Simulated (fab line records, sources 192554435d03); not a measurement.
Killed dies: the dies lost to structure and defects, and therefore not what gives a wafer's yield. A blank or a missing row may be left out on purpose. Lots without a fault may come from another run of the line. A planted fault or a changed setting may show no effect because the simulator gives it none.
One fault through the eyes of 3 desks ; flow n5Finfet ; numbers are kept per desk, each desk with only its own; the story behind them comes last

THE DEFECT DESK
For each lot, the counts of the inspections along the route, averaged over the sampled wafers that have a number. If a lot's mean is further than 4 standard deviations from the usual mean, the lot is out of limits and carries the mark OUT (the distance appears in the brackets).
Columns: A = rawDefectCount at N5_FIN_SAQP_INSPECT_18, usual 422; B = rawDefectCount at N5_FIN_SAQP_INSPECT_40, usual 221; C = rawDefectCount at N5_FIN_CUT_INSPECT_10, usual 42; D = rawDefectCount at N5_FIN_CUT_INSPECT_17, usual 223
lot;first seen here;A;B;C;D
L977;day 3 03:58;524;284;47;275
L984;day 4 22:08;520;346;169 (+9.1) OUT;364
L985;day 5 05:23;504;333;159 (+8.4) OUT;339
L990;day 6 10:23;593;200;37;263
Finding of this desk: L984, L985 out of limits; the first was L984 at day 5 05:22, on rawDefectCount at N5_FIN_CUT_INSPECT_10. L977, L990: within limits.

AT THE TOOL OWNER'S DESK: aldSin-03
The tool's own readings at N5_FIN_SAQP_ALD_61 (deposits SiO2, target thk 4 nm, pulse time 1 s, purge time 2 s): means of the sampled wafers that have a number, for each lot that ran on this tool. If a lot's mean is further than 4 standard deviations from the usual mean, the lot is out of limits and carries the mark OUT (the distance appears in the brackets).
Columns: A = heaterPowerW at N5_FIN_SAQP_ALD_61, usual 472 W; B = precursorPulseHeightRel at N5_FIN_SAQP_ALD_61, usual 1.000
lot;first seen here;A;B
L977;day 3 02:42;437;0.996
L984;day 4 20:53;501;0.988
L985;day 5 04:08;436;1.007
This desk found nothing out of limits on any of the 3 lots.

THE METROLOGY DESK
Means of the sampled wafers that have a number, per lot and without regard to the tool the lot ran on: this is what the gauges read. If a lot's mean is further than 4 standard deviations from the usual mean, the lot is out of limits and carries the mark OUT (the distance appears in the brackets). Only the readings that lie furthest out on some lot appear, 7 of the 10 it has.
Columns: A = DIBL_N at N5_BEOL_M4_RC_MEAS_101, usual 36.0 mV/V; B = ION_N at N5_BEOL_M4_RC_MEAS_101, usual 672 uA/um; C = ION_P at N5_BEOL_M4_RC_MEAS_101, usual 461 uA/um; D = SS_N at N5_BEOL_M4_RC_MEAS_101, usual 71.4 mV/dec; E = SS_P at N5_BEOL_M4_RC_MEAS_101, usual 73.2 mV/dec; F = VT_N at N5_BEOL_M4_RC_MEAS_101, usual 250 mV; G = VT_P at N5_BEOL_M4_RC_MEAS_101, usual -251 mV
lot;first seen here;A;B;C;D;E;F;G
L977;day 10 20:44;35.9;666;459;71.6;73.6;252;-251
L985;day 12 07:01;36.8;671;460;71.8;73.2;249;-250
L984;day 12 07:17;37.2;677;461;71.3;73.4;250;-252
L990;day 13 16:36;36.5;678;465;71.0;73.5;249;-250
This desk found nothing out of limits on any of the 4 lots.

TAKEN TOGETHER
The defect desk could have raised an alarm at day 5 05:22, on L984, L985.
Nothing out of limits was seen by the tool owner's desk.
At the metrology desk, nothing out of limits was observed.
Tool owner's desk: L984, L985 on record, inside its limits.
The metrology desk holds a record of L984, L985, inside its limits.
All the named lots went through N5_FIN_SAQP_ALD_61 on aldSin-03.

WHAT THE SIMULATOR HAD PUT IN
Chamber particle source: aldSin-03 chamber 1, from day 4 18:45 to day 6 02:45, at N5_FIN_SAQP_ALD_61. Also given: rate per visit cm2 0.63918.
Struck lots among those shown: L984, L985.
Hours from the fault's start to each desk's first reading out of limits: the defect desk, 11.
